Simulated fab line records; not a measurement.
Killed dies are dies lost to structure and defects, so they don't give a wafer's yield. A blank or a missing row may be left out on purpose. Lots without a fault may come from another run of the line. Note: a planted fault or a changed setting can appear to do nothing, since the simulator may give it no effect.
Which of the tools did it? | flow n5 finfet | 9 lots with 26 wafers sampled at 3 steps, on a route of 1938 steps

== WHAT THE GAUGES SHOWED, per wafer ==
N5_SD_EPI_P_EPI_MEAS_23.
lot  | measured    | on            | thk nm (nm)
L786 | day 3 09:29 | film metro-01 | 62.2 64.3
L793 | day 5 03:30 | film metro-01 | 61.8 63.4 60.3
L794 | day 5 10:22 | film metro-01 | 63.0 61.6 62.6
L795 | day 5 15:52 | film metro-02 | 44.5 45.5 42.3
L796 | day 6 00:18 | film metro-02 | 44.3 45.0 41.6
L797 | day 6 08:50 | film metro-01 | 43.2 42.8 44.3
L806 | day 8 12:31 | film metro-01 | 59.9 61.1 60.3
L807 | day 8 16:14 | film metro-01 | 61.6 59.2 61.5
L809 | day 9 06:45 | film metro-01 | 60.3 63.2 61.4

== EACH LOT AND THE TOOL THAT RAN IT (in order: tool; ch and the chambers of the sampled wafers; start) ==
lot  | N5_SD_EPI_P_STRIP_40                | N5_SD_EPI_P_EPI_21
L786 | plasma asher-02 ch 1, day 3 06:46   | epi rpcvd-01 ch 0, day 3 07:17
L793 | plasma asher-02 ch 0,1, day 5 00:47 | epi rpcvd-01 ch 0, day 5 01:40
L794 | plasma asher-02 ch 1, day 5 07:40   | epi rpcvd-01 ch 0, day 5 08:11
L795 | plasma asher-01 ch 0,1, day 5 13:10 | epi rpcvd-01 ch 0, day 5 13:41
L796 | plasma asher-01 ch 0,1, day 5 21:35 | epi rpcvd-01 ch 0, day 5 22:07
L797 | plasma asher-01 ch 0,1, day 6 06:08 | epi rpcvd-01 ch 0, day 6 07:21
L806 | plasma asher-02 ch 1, day 8 07:50   | epi rpcvd-02 ch 0, day 8 08:38
L807 | plasma asher-02 ch 0,1, day 8 13:29 | epi rpcvd-04 ch 0, day 8 14:02
L809 | plasma asher-01 ch 0,1, day 9 03:12 | epi rpcvd-01 ch 0, day 9 03:50
- N5_SD_EPI_P_STRIP_40: strips in N2/H2.
- N5_SD_EPI_P_EPI_21: deposits SiGe:B, time 355 s.

== THE ANSWER, worked out from the rows above alone ==
Rule: what is usual is taken from the lots themselves. The widest of any qualifying gaps counts: lots, ordered by their means at a reading, are off when they make up no more than a third of the lots, leave a main group of 4 or more, and stand apart from it by 3 or more times the standard deviation of that group's means. If all means in a main group match to the digits the tables above print for the reading, that group is not used. A lot without any number at a reading at which 4 lots or more have one is off too. The other lots that the step has rows for count as sound.
Off at N5_SD_EPI_P_EPI_MEAS_23 (thk nm): L795, L796, L797. For the main group the mean is 61.7 nm and the standard deviation 0.95.
If a tool, at a process step before that reading, ran all the lots that are off and no sound lot after the first of them, it fits. Those tools and the gauges at N5_SD_EPI_P_EPI_MEAS_23 are tried in the same way. No candidate that was tried fits.

== WHAT THE SIMULATOR HAD PUT IN ==
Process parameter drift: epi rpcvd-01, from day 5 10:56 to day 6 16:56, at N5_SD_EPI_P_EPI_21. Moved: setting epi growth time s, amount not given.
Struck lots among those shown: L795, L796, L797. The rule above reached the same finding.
